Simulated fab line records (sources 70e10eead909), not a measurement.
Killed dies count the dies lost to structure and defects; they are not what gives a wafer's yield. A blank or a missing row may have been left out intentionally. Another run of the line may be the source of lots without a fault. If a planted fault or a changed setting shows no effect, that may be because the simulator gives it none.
Chamber matching -- flow nand-harc -- 4 sister chambers for NHARC_A_CONTACT_DESCUM_74 on rie-diel-09
The step chemistry O2, time 3 s. 8 wafers are shown with their chamber, then 9 later ones without.

## WAFERS, EACH WITH ITS CHAMBER
wafer,chamber,showerhead-plenum-p-Torr (Torr),drypump-motor-current-A (A)
L379.5,1,1.94,5.4
L382.3,3,2.03,6.0
L382.4,2,1.77,5.2
L384.5,0,1.78,5.3
L384.6,3,2.03,6.0
L390.1,1,1.94,5.4
L390.5,0,1.77,5.3
L389.1,2,1.77,5.1

## WAFERS MISSING THEIR CHAMBER
wafer,showerhead-plenum-p-Torr (Torr),drypump-motor-current-A (A)
L389.4,1.77,5.3
L391.4,1.77,5.3
L391.5,2.02,6.0
L397.1,1.77,5.3
L397.3,2.02,6.0
L397.6,1.93,5.4
L398.1,1.77,5.3
L398.4,1.93,5.4
L398.5,1.77,5.3

## CHAMBER TAKEN BY EACH
wafer,from the rows above,in truth
L389.4,0,0
L391.4,0,0
L391.5,3,3
L397.1,0,0
L397.3,3,3
L397.6,1,1
L398.1,0,0
L398.4,1,1
L398.5,0,0
9 of 9 placed correctly. Left unplaced by these rows: 0. Number placed wrongly: 0.
How it was worked out, from the rows above alone: a wafer's distance from a chamber is the root of the sum, over the readings, of the square of ((its reading less the chamber's mean) divided by the reading's scatter). The wafer belongs to the nearest chamber; if the next one is less than 2 further off, it can't be placed. A chamber's mean is the mean of its shown wafers. The scatter is the square root of a quotient: the sum, over the shown wafers, of each reading's squared deviation from its chamber's mean, divided by wafers minus chambers.
